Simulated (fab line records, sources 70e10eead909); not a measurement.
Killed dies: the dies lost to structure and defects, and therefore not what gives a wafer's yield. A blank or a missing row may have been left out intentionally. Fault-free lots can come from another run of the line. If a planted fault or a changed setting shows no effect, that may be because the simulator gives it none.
fab line records	flow nand-harc
record lots=5	wafers=15	last-day=24
route steps=1159 shown P_GATE@200 P_CONTACT@217 END@1159
lots that met no fault: from a run of the same line without faults
start-h: the number of hours between the record's first day and the start of the first shown wafer of the lot	wait-h: hours since the lot's step before	" same as the row above	L1.1+2: a row that stands for several wafers	- either no value or no given start	* or withheld: withheld	< > ~ a bound
route shown NAME@n: NAME is a module with steps in the file, n the number in the route of the first one	usual: average and standard deviation across the fault-free wafers	same: alike in all rows	chamber/n: place in a boat	sites: the reading at each site	_std_site: standard deviation of those values	_edge_site: the outer-site mean with the inner-site mean subtracted	radius-mm: for every site, how far away it sits from the centre of the wafer	mask NAME#n: copy n	behind: the last tool/chamber to shape the wafer	hold: why the lot went on hold/how many hours it stayed there/how the hold came to an end	device: whichever transistor did not switch (one of n, p or np)	end of line: the route-end tests of the same wafers	a step with no rows: only its recipe	killed: the dies lost at the first sort to structure and to defects; this is not the yield of the wafer	map: per-die view of a wafer (x killed, . not killed, _ where there is no die)
set.NAME: setting as actually run; set.NAME@STEP: the setting as run at that earlier step	model.NAME: the simulator's own value behind a step, which no gauge read
lots seen at some steps along the route; tables by step, rows by wafer
services: when a tool's chamber went out of use (start-h, in hours from the record's first day, below 0 if earlier), for how many hours, and the reason
## steps
# step NHARC_P_GATE_CD_MEAS_91
# recipe target-cd-nm=2000	landing-energy-ev=500
# usual cd-nm=2000.1/1.5
lot.wafer	tool	chamber	start-h	wait-h	cd-nm
L928.3	cd-sem-02	0	122.45	-	2001.4
L928.4	"	0	"	"	2000.3
L928.5	"	0	"	"	2000.0
L933.2	cd-sem-02	0	148.01	-	1999.8
L933.3	"	0	"	"	2000.4
L933.5	"	0	"	"	2000.3
L937.2	cd-sem-01	0	188.48	-	2000.2
L937.4	"	0	"	"	2000.0
L937.5	"	0	"	"	1999.4
L943.1	cd-sem-02	0	207.29	-	1999.8
L943.3	"	0	"	"	2001.1
L943.5	"	0	"	"	2001.4
L947.1	cd-sem-02	0	231.96	-	2001.9
L947.3	"	0	"	"	1999.9
L947.4	"	0	"	"	2000.9
# step NHARC_P_GATE_HARDBAKE_92
# recipe temp-c=125	time-s=80
# step NHARC_P_GATE_DESCUM_93
# recipe time-s=3	o2-flow-sccm=200	ar-flow-sccm=0	bias-power-w=0	chemistry=O2
# usual drypump-motor-current-A=5.5/0.57	oes-product-au=0.998/0.0071	rf-vpp-V=57.7/0.83	showerhead-plenum-p-Torr=1.91/0.07	throttle-valve-pct=11.311/0.0094
lot.wafer	tool	chamber	start-h	wait-h	drypump-motor-current-A	oes-product-au	rf-hours-counter-h	rf-vpp-V	showerhead-plenum-p-Torr	throttle-valve-pct
L928.4	rie-diel-08	0	122.60	-	5.9	0.991	58	58.1	1.80	11.318
L928.3	"	2	"	"	5.2	1.014	56	58.3	1.76	11.315
L928.5	"	1	"	"	6.4	1.014	-	58.3	1.87	11.316
L933.3	rie-diel-04	1	148.18	-	5.0	1.010	11	57.6	1.91	11.306
L933.2	"	3	"	"	6.7	0.998	11	58.6	1.84	11.314
L933.5	"	2	"	"	5.4	0.996	-	58.3	1.91	11.308
L937.4	rie-diel-04	3	188.65	-	6.7	0.999	24	57.4	1.84	11.303
L937.2	"	2	"	"	5.4	0.992	24	56.9	1.91	11.313
L937.5	"	3	"	"	6.7	1.003	-	58.1	1.84	11.299
L943.1	rie-diel-07	2	207.47	-	5.0	0.996	22	57.5	1.97	11.315
L943.3	"	0	"	"	5.3	0.991	28	57.5	1.98	11.296
L943.5	"	1	"	"	5.0	0.994	-	59.7	2.01	11.287
L947.1	rie-diel-04	0	232.12	-	6.0	0.996	42	57.5	1.97	11.308
L947.3	"	1	"	"	5.0	0.998	44	56.9	1.90	11.306
L947.4	"	2	"	"	5.4	0.998	39	57.1	1.90	11.305
# step NHARC_P_GATE_IMPLANT_94
# recipe energy-kev=60	dose-cm2=2e+15	tilt-deg=7
# step NHARC_P_GATE_STRIP_113
# recipe power-w=1500	temp-c=110	time-s=740	chemistry=N2/H2
# step NHARC_P_GATE_STRIP_95
# recipe power-w=1500	temp-c=250	chemistry=O2
# usual drypump-motor-current-A=5.9/0.48	heater-power-w=332/25
lot.wafer	tool	chamber	start-h	wait-h	drypump-motor-current-A	heater-power-w	rf-hours-counter-h
L928.4	plasma-asher-01	1	123.71	0.4	5.8	307	-
L928.3	"	0	"	"	6.6	320	-
L928.5	"	1	"	"	5.7	290	-
L933.2	plasma-asher-01	0	149.27	0.6	6.6	334	13
L933.3	"	1	"	"	5.7	306	-
L933.5	"	0	"	"	6.6	331	-
L937.2	plasma-asher-01	1	190.51	0.6	5.8	297	30
L937.4	"	1	"	"	5.8	308	-
L937.5	"	1	"	"	5.8	304	-
L943.1	plasma-asher-02	0	208.58	0.6	5.8	333	7
L943.3	"	1	"	"	5.3	381	-
L943.5	"	0	"	"	5.8	336	-
L947.1	plasma-asher-01	1	233.22	0.6	5.7	291	46
L947.4	"	1	"	"	5.7	309	-
L947.3	"	0	"	"	6.6	330	-
# step NHARC_P_GATE_STRIP_96
# recipe time-s=900	temp-c=130	chemistry=SPM
# step NHARC_P_GATE_RTA_64
# recipe temp-c=1050	time-s=1
# step NHARC_P_GATE_ETCH_77
# recipe target-depth-a=60	chemistry=dHF	material=SiO2
# step NHARC_P_GATE_DEGAS_109
# recipe temp-c=300	time-s=60
# step NHARC_P_GATE_PRE_CLEAN_110
# recipe time-s=30	bias-v=200	gas=Ar
# step NHARC_P_GATE_SPUTTER_78
# recipe target-thk-a=100	material=Ni
# step NHARC_P_GATE_SPUTTER_79
# recipe target-thk-a=100	material=TiN
lot.wafer	tool	chamber	start-h	wait-h
L928.3+4+5	pvd-sputter-03	-	124.80	-
L933.3+2+5	pvd-sputter-03	-	150.36	-
L937.2+4+5	pvd-sputter-01	-	191.56	-
L943.1+3+5	pvd-sputter-01	-	209.63	-
L947.4+1+3	pvd-sputter-01	-	234.32	-
# step NHARC_P_GATE_RTA_80
# recipe temp-c=300	time-s=30
# step NHARC_P_GATE_STRIP_67
# recipe time-s=600	temp-c=130	chemistry=SPM
# step NHARC_P_GATE_RTA_82
# recipe temp-c=450	time-s=30
# step NHARC_P_GATE_INSPECT_68
# usual raw-defect-count=197/80
lot.wafer	tool	chamber	start-h	wait-h	raw-defect-count
L928.3	defect-inspect-02	-	125.57	0.1	110
L928.4	"	-	"	"	117
L928.5	"	-	"	"	150
L933.2	defect-inspect-01	-	151.27	0.1	67
L933.3	"	-	"	"	363
L933.5	"	-	"	"	104
L937.2	defect-inspect-01	-	192.34	0.1	206
L937.4	"	-	"	"	254
L937.5	"	-	"	"	461
L943.1	defect-inspect-01	-	210.46	0.2	195
L943.3	"	-	"	"	166
L943.5	"	-	"	"	237
L947.1	defect-inspect-01	-	235.42	0.2	102
L947.3	"	-	"	"	132
L947.4	"	-	"	"	130
# step NHARC_P_CONTACT_DEP_30
# recipe target-thk-a=300	temp-c=400	target-thk-nm=30	flow-sccm=200	rf-w=450	material=SiNx
# step NHARC_P_CONTACT_DEP_00
# recipe target-thk-a=5000	temp-c=400	pressure-torr=6.5	rf-w=900	teos-flow-sccm=161.4	flow-sccm=2650	target-thk-nm=500	gas=O2	material=SiO2
# step NHARC_P_CONTACT_CMP_01
# recipe target-thk-nm=200	material=SiO2
# step NHARC_P_CONTACT_SRD_03
# step NHARC_P_CONTACT_DEHYDRATE_04
# recipe temp-c=150	time-s=120
# step NHARC_P_CONTACT_HMDS_05
# recipe time-s=30
# step NHARC_P_CONTACT_COAT_33
# recipe temp-c=260	time-s=75
# step NHARC_P_CONTACT_COAT_34
# recipe temp-c=225	time-s=65
# step NHARC_P_CONTACT_COAT_06
# recipe spin-rpm=1500	resist-thk-nm=90
# step NHARC_P_CONTACT_SOFTBAKE_07
# recipe temp-c=105	time-s=55
# step NHARC_P_CONTACT_EBR_08
# step NHARC_P_CONTACT_EXPOSE_09
# recipe na=1.35	target-cd-nm=90	dose-mj=81.26	mask-id=P_CA
# step NHARC_P_CONTACT_PEB_10
# recipe peb-temp-c=100	peb-time-s=65
# step NHARC_P_CONTACT_DEVELOP_11
# recipe develop-time-s=35	dev-temp-c=23
# step NHARC_P_CONTACT_CD_MEAS_12
# recipe target-cd-nm=90	landing-energy-ev=500
# usual cd-nm=90.0/0.57
lot.wafer	tool	chamber	start-h	wait-h	cd-nm
L928.3	cd-sem-02	0	127.21	-	90.4
L928.4	"	0	"	"	90.8
L928.5	"	0	"	"	91.1
L933.2	cd-sem-01	0	152.92	-	90.0
L933.3	"	0	"	"	89.6
L933.5	"	0	"	"	89.9
L937.2	cd-sem-03	0	193.83	-	90.2
L937.4	"	0	"	"	89.7
L937.5	"	0	"	"	89.9
L943.1	cd-sem-01	0	212.09	-	89.7
L943.3	"	0	"	"	89.6
L943.5	"	0	"	"	90.0
L947.1	cd-sem-02	0	237.05	-	90.3
L947.3	"	0	"	"	90.9
L947.4	"	0	"	"	90.6
# step NHARC_P_CONTACT_OVL_MEAS_13
# usual overlay-x-nm=0.0/0.63	overlay-y-nm=0.0/0.72
lot.wafer	tool	chamber	start-h	wait-h	overlay-x-nm	overlay-y-nm
L928.3	overlay-01	-	127.29	-	-0.2	0.6
L928.4	"	-	"	"	-0.8	1.2
L928.5	"	-	"	"	0.0	0.4
L933.2	overlay-02	-	153.02	-	0.6	-0.8
L933.3	"	-	"	"	-0.1	-0.9
L933.5	"	-	"	"	0.8	-1.1
L937.2	overlay-01	-	193.91	-	-0.2	-0.1
L937.4	"	-	"	"	-0.4	-0.3
L937.5	"	-	"	"	-0.4	-0.5
L943.1	overlay-02	-	212.17	-	1.0	0.9
L943.3	"	-	"	"	0.2	-0.2
L943.5	"	-	"	"	0.7	0.8
L947.1	overlay-02	-	237.14	-	-0.5	0.8
L947.3	"	-	"	"	-0.6	1.2
L947.4	"	-	"	"	-0.5	1.0
# step NHARC_P_CONTACT_DESCUM_17
# recipe time-s=3	o2-flow-sccm=200	ar-flow-sccm=0	bias-power-w=0	chemistry=O2
# usual drypump-motor-current-A=5.6/0.48	oes-product-au=1.001/0.0076	rf-vpp-V=57.8/0.89	showerhead-plenum-p-Torr=1.92/0.063	throttle-valve-pct=11.311/0.0091
lot.wafer	tool	chamber	start-h	wait-h	drypump-motor-current-A	oes-product-au	rf-hours-counter-h	rf-vpp-V	showerhead-plenum-p-Torr	throttle-valve-pct
L928.3	rie-diel-06	3	127.41	0.1	6.0	1.011	5	56.4	1.85	11.312
L928.4	"	0	"	"	5.8	1.010	-	56.6	1.87	11.317
L928.5	"	2	"	"	5.1	1.001	-	57.6	1.92	11.299
L933.2	rie-diel-06	0	153.11	0.1	5.8	1.009	9	56.2	1.87	11.332
L933.3	"	2	"	"	5.1	0.983	9	57.1	1.92	11.313
L933.5	"	3	"	"	6.0	1.009	-	59.0	1.85	11.300
L937.2	rie-diel-09	1	194.01	0.1	5.1	0.999	12	58.2	1.95	11.318
L937.4	"	2	"	"	6.5	0.993	11	59.7	1.83	11.310
L937.5	"	1	"	"	5.1	1.009	-	59.4	1.95	11.305
L943.3	rie-diel-06	3	212.28	0.1	6.0	0.998	15	58.5	1.85	11.304
L943.1	"	0	"	"	5.8	1.000	15	56.4	1.87	11.314
L943.5	"	3	"	"	6.0	1.001	-	57.7	1.85	11.309
L947.1	rie-diel-09	2	237.23	0.1	6.5	0.992	16	57.8	1.83	11.297
L947.4	"	0	"	"	5.1	0.997	16	57.6	2.02	11.318
L947.3	"	1	"	"	5.1	1.008	16	58.7	1.95	11.298
# step NHARC_P_CONTACT_ETCH_35
# recipe target-depth-a=390	over-etch-frac=0.3	time-s=65	ion-energy-ev=80	cf4-flow-sccm=150	ar-flow-sccm=0	rf-w=300	bias-w=100	chemistry=CF4
# usual drypump-motor-current-A=5.6/0.5	oes-product-au=1.000/0.0071	rf-vpp-V=151.3/1.2	showerhead-plenum-p-Torr=1.77/0.051	throttle-valve-pct=13.283/0.009
lot.wafer	tool	chamber	start-h	wait-h	drypump-motor-current-A	oes-product-au	rf-hours-counter-h	rf-vpp-V	showerhead-plenum-p-Torr	throttle-valve-pct
L928.3	rie-diel-06	2	127.49	0.1	5.1	0.990	6	151.7	1.77	13.282
L928.5	"	2	"	"	5.1	0.986	-	151.8	1.77	13.272
L928.4	"	0	"	"	5.8	1.003	-	149.2	1.73	13.278
L933.2	rie-diel-06	0	153.33	0.2	5.8	1.010	9	150.4	1.73	13.283
L933.3	"	2	"	"	5.1	1.001	9	150.1	1.77	13.272
L933.5	"	2	"	"	5.0	0.994	-	152.4	1.77	13.294
L937.4	rie-diel-09	0	194.10	0.1	5.1	1.005	11	153.3	1.87	13.276
L937.2	"	1	"	"	5.1	1.002	12	151.3	1.80	13.281
L937.5	"	1	"	"	5.1	0.994	-	152.6	1.80	13.279
L943.3	rie-diel-06	3	212.37	0.1	6.0	0.999	15	149.9	1.71	13.281
L943.1	"	0	"	"	5.8	1.005	15	150.6	1.73	13.269
L943.5	"	0	"	"	5.8	1.005	-	152.2	1.73	13.284
L947.4	rie-diel-09	2	237.32	0.1	6.5	1.007	16	150.8	1.70	13.281
L947.1	"	3	"	"	5.4	1.003	16	152.3	1.78	13.293
L947.3	"	0	"	"	5.1	1.005	16	153.4	1.86	13.290
# step NHARC_P_CONTACT_ETCH_36
# recipe target-depth-a=2600	over-etch-frac=0.25	time-s=406.25	ion-energy-ev=200	n2-flow-sccm=150	h2-flow-sccm=150	ar-flow-sccm=0	rf-w=400	bias-w=150	chemistry=N2/H2
# usual drypump-motor-current-A=5.6/0.49	n2-flow-sccm=150.0/0.46	oes-product-au=1.000/0.0065	rf-vpp-V=430.5/2	showerhead-plenum-p-Torr=2.04/0.067	throttle-valve-pct=14.170/0.0095
lot.wafer	tool	chamber	start-h	wait-h	drypump-motor-current-A	n2-flow-sccm	oes-product-au	rf-hours-counter-h	rf-vpp-V	showerhead-plenum-p-Torr	throttle-valve-pct
L928.3	rie-diel-06	0	-	-	5.8	150.2	1.009	5	429.8	1.99	14.169
L928.5	"	3	"	"	6.0	150.0	1.014	-	428.4	1.97	14.193
L928.4	"	0	"	"	5.8	150.5	1.008	-	429.0	2.00	14.164
L933.2	rie-diel-06	0	-	-	5.8	149.8	0.995	9	429.4	1.99	14.160
L933.3	"	2	"	"	5.1	150.5	0.981	9	431.7	2.05	14.174
L933.5	"	3	"	"	6.0	150.2	1.001	-	429.8	1.97	14.177
L937.4	rie-diel-09	0	-	-	5.1	149.7	0.993	11	433.3	2.16	14.157
L937.2	"	3	"	"	5.4	149.8	0.998	12	431.1	2.06	14.182
L937.5	"	1	"	"	5.1	149.9	1.003	-	430.1	2.08	14.173
L943.3	rie-diel-06	1	-	-	6.0	150.5	1.002	12	430.8	2.04	14.174
L943.1	"	0	"	"	5.8	150.3	1.004	15	429.3	1.99	14.174
L943.5	"	1	"	"	6.0	149.9	1.005	-	431.3	2.04	14.158
L947.1	rie-diel-09	0	-	-	5.1	150.2	1.002	16	434.5	2.16	14.175
L947.4	"	1	"	"	5.1	151.3	1.006	16	431.5	2.07	14.166
L947.3	"	3	"	"	5.4	149.9	0.997	16	432.5	2.06	14.165
# step NHARC_P_CONTACT_ETCH_18
# recipe target-depth-a=4810	time-s=240.5	c4f8-flow-sccm=20	o2-flow-sccm=10	ar-flow-sccm=withheld	rf-w=600	bias-w=1500	chemistry=C4F8/O2/Ar
# step NHARC_P_CONTACT_STRIP_37
# recipe c4f8-flow-sccm=withheld	o2-flow-sccm=8	ar-flow-sccm=withheld	bias-w=0	chemistry=C4F8/O2/Ar
# step NHARC_P_CONTACT_ETCH_31
# recipe target-depth-a=300	time-s=85.7	ion-energy-ev=120	over-etch-frac=1	ch3f-flow-sccm=50	o2-flow-sccm=30	ar-flow-sccm=200	rf-w=500	bias-w=100	chemistry=CH3F/O2
# step NHARC_P_CONTACT_CD_MEAS_19
# usual cd-nm=89.8/1.1
lot.wafer	tool	chamber	start-h	wait-h	cd-nm
L928.3	cd-sem-02	-	128.50	-	89.4
L928.4	"	-	"	"	89.7
L928.5	"	-	"	"	90.3
L933.2	cd-sem-01	-	154.26	-	88.8
L933.3	"	-	"	"	90.3
L933.5	"	-	"	"	89.1
L937.2	cd-sem-02	-	194.88	-	89.8
L937.4	"	-	"	"	91.3
L937.5	"	-	"	"	89.4
L943.1	cd-sem-02	-	213.29	-	88.5
L943.3	"	-	"	"	90.5
L943.5	"	-	"	"	90.2
L947.1	cd-sem-01	-	238.11	-	91.8
L947.3	"	-	"	"	90.4
L947.4	"	-	"	"	90.1
# step NHARC_END_SORT_01
# recipe temp-c=25
# usual killed-at-array=27/11	killed-at-other=0.7/0.93	killed-at-periphery=2.9/1.9	killed-dies=30/11	killed-open=3.1/1.7	killed-short=1.9/1.3
# same gross-dies=677
lot.wafer	tool	chamber	start-h	wait-h	killed-at-array	killed-at-other	killed-at-periphery	killed-dies	killed-open	killed-short
L933.3	prober-02	0	476.97	3.2	11	1	56	68	2	2
# killed by level:class
L933.3 P_GATE:unspecified=52 A_CONTACT:chamber-film-flake=4 A_BLC:chamber-film-flake=3 A_M1:geometric-particle:short=2 P_M1:chamber-film-flake=2 P_CONTACT:geometric-particle:open=1 A_BLC:geometric-particle:open=1 P_STI:chamber-film-flake=1
# map L933.3 (x killed, . not)
____________.____________
_________......._________
_______.xx........_______
______xxxx.........______
_____xxxx..........._____
____xxxxxx...........____
____xxxxxx...........____
___xxxxxxx........x...___
___xxxxxxx............___
__xxxxxxxx.............__
__...xxxxx.............__
_....xx................._
_....x.................._
_x..xx.................._
_......................._
_..................x...._
....x....................
.........................
.........................
x........................
.....x...................
_..............x........_
_......................._
_......................._
_......................._
_......................._
__.....................__
__....................x__
___......x...........x___
___.....x.............___
____.................____
____......x..........____
_____.....x........._____
______............x______
_______..........._______
_________......._________
____________.____________
# map L928.5 (x killed, . not)
____________.____________
_________......._________
_______..........._______
______x............______
_____..x............_____
____.............x...____
____......x..........____
___...................___
___...................___
__.....................__
__........x........x...__
_......................._
_...........x..........._
_.......x..x............_
_........x.x............_
_..........x..x........._
.........x..x............
.........................
.........................
......x....x.............
......................x..
_......................._
_...x......x............_
_......................._
_......................._
_......................._
__.....................__
__.....................__
___...................___
___..x................___
____......x....x.....____
____.................____
_____..............._____
______.............______
_______..........._______
_________......._________
____________.____________
## services
tool	chamber	start-h	hours	kind
plasma-asher-01	-	99.05	9.0	pm
pvd-sputter-03	-	102.04	10.0	pm
rie-diel-07	3	108.64	10.0	repair
rie-diel-04	-	111.99	9.0	pm
rie-diel-07	2	112.09	6.9	repair
rie-diel-06	0	122.20	-	clean
rie-diel-06	1	122.20	-	clean
rie-diel-06	2	122.20	-	clean
rie-diel-06	1	122.87	5.4	repair
rie-diel-08	-	124.93	9.0	pm
rie-diel-07	2	136.51	10.7	repair
pvd-sputter-01	-	139.91	1.7	repair
rie-diel-09	0	148.17	5.7	repair
rie-diel-06	1	150.62	12.8	repair
pvd-sputter-01	-	158.00	10.0	pm
rie-diel-07	3	168.76	12.6	repair
plasma-asher-02	-	183.08	9.0	pm
rie-diel-07	1	187.53	10.0	repair
rie-diel-04	2	190.99	3.0	repair
pvd-sputter-01	-	197.77	0.6	repair
rie-diel-06	2	198.34	18.5	repair
plasma-asher-02	-	200.75	1.5	repair
rie-diel-07	-	228.20	9.0	pm
rie-diel-04	2	230.12	1.6	repair
## key
first-sign step=NHARC_END_SORT_01	reading=killed-at-periphery	direction=up	sigmas=28	usual=2.9	struck=56
effect step=NHARC_END_SORT_01	reading=killed-dies	direction=up	sigmas=3.4	usual=30	struck=68
more-kills-born-at NHARC_P_GATE_SPUTTER_79@pvd-sputter-03=52
met-at NHARC_P_GATE_SPUTTER_79
struck-wafers L933.3
tester-left-out L933
onset-between 124.80 150.36
fault kind=chamber-particle-source	tool=pvd-sputter-03	chamber=-	onset-h=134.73	steps=NHARC_P_GATE_SPUTTER_79	rate-per-visit-cm2=0.42299	scope=struck-wafers-only
# tester-left-out: of these lots the tester's yield and bins aren't shown, on N5 and GAA mostly nor the transistor test; their killed dies are dies lost to structure and defects alone, not to doping, threshold or leakage, so they don't give the yield
